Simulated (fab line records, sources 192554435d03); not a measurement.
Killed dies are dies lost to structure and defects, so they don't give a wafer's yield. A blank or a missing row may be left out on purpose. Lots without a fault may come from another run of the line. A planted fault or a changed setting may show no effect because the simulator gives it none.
Split-lot experiment | flow n5_finfet | 7 lots, 21 wafers read, on a route of 1938 steps

THE SPLIT
At N5_SD_EPI_P_EPI_21 (deposits SiGe:B, time 355 s), the setting temp_c was moved away from the recipe's 550 C on 4 of the 21 wafers read, by -0.5% to +0.3%. The other wafers ran this setting at the recipe's value.

FROM THE SPLIT TO THE READING: what the file shows between them, 3 steps
- N5_SD_EPI_P_HM_STRIP_48: strips SiNx in H3PO4, material SiNx, target depth 3 nm
- N5_SD_ACTIVATION_RTA_00: time 0 s
- N5_SD_ACTIVATION_LSA_01: time 0.0008 s

THE READING
RS_SD_P, in ohm/sq, at N5_SD_ACTIVATION_RS_MEAS_03 (measures by four-point-probe). Fault-free wafers of this fab line usually give 56.3 ohm/sq, standard deviation 0.88 ohm/sq.

wafer  | tool, chamber at the split | temp_c as run, C | against the recipe | RS_SD_P, ohm/sq | against lot-mates on the recipe
L080.2 | epi_rpcvd-01, 0            | 550              | recipe             | 56.3            | -
L080.3 | epi_rpcvd-01, 0            | 550              | recipe             | 56.5            | -
L080.4 | epi_rpcvd-01, 0            | 550              | recipe             | 56.1            | -
L085.3 | epi_rpcvd-04, 0            | 550              | recipe             | 57.2            | -
L085.5 | epi_rpcvd-04, 0            | 550              | recipe             | 57.3            | -
L085.6 | epi_rpcvd-04, 0            | 551.5            | +0.3%              | 54.5            | -2.8
L088.2 | epi_rpcvd-04, 0            | 550              | recipe             | 56.6            | -
L088.3 | epi_rpcvd-04, 0            | 550              | recipe             | 55.9            | -
L088.5 | epi_rpcvd-04, 0            | 550              | recipe             | 56.5            | -
L089.3 | epi_rpcvd-04, 0            | 547.1            | -0.5%              | 60.8            | +2.7
L089.4 | epi_rpcvd-04, 0            | 550              | recipe             | 58.1            | -
L089.6 | epi_rpcvd-04, 0            | 547.1            | -0.5%              | 61.7            | +3.6
L090.1 | epi_rpcvd-03, 0            | 550              | recipe             | 57.4            | -
L090.4 | epi_rpcvd-03, 0            | 550              | recipe             | 55.8            | -
L090.5 | epi_rpcvd-03, 0            | 548.7            | -0.2%              | 58.0            | +1.4
L091.2 | epi_rpcvd-01, 0            | 550              | recipe             | 54.5            | -
L091.5 | epi_rpcvd-01, 0            | 550              | recipe             | 55.2            | -
L091.6 | epi_rpcvd-01, 0            | 550              | recipe             | 54.2            | -
L095.1 | epi_rpcvd-03, 0            | 550              | recipe             | 57.1            | -
L095.2 | epi_rpcvd-03, 0            | 550              | recipe             | 55.5            | -
L095.4 | epi_rpcvd-03, 0            | 550              | recipe             | 55.8            | -

THE FIT
A straight line over all 21 wafers: RS_SD_P changes by -8.94 ohm/sq for each +1% of temp_c; r = -0.86; the points scatter about the line by 0.98 ohm/sq.
The same after taking each lot's own level away (the mean of its wafers on the recipe; 21 wafers): -6.54 ohm/sq for each +1%; r = -0.92; scatter 0.51 ohm/sq.
On that fit, the largest move of temp_c shifts the reading by 3.4 ohm/sq.
The lots' own levels span 54.63 to 58.10 ohm/sq, that is 3.9 times the standard deviation above.
So the lot-to-lot level changes the slope: the two fits differ.
Check: with one of the wafers moved furthest among these (-0.5%) left out of the fit, the line predicts +3.82 ohm/sq for it against its lot-mates. It came out at +2.7 ohm/sq against them.

OTHER SPLITS ON THESE WAFERS
These wafers also went through other splits before the reading. Each is held against what the fit with the lots' levels taken away leaves over:
other split on the same wafers        | wafers away from the commonest value | r with RS_SD_P (lot level and that fit taken away)
N5_WELL_APT_EXPOSE_22 dose_mj         | 9                                    | +0.07
N5_WELL_APT_DEVELOP_24 develop_time_s | 8                                    | +0.10
N5_FIN_SAQP_COAT_50 spin_rpm          | 5                                    | -0.31
N5_FIN_SAQP_ETCH_51 cf4_flow_sccm     | 7                                    | -0.11
N5_FIN_SAQP_SPACER1_ALD_24 ald_cycles | 5                                    | -0.30
N5_STI_FIN_REVEAL_ETCHBACK_08 time_s  | 4                                    | -0.20
N5_DUMMY_GATE_ETCH_31 target_depth_a  | 5                                    | +0.05

THE FILE'S OWN FIT
RS_SD_P changes by -6.83 ohm/sq for each +1% of temp_c, r = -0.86.
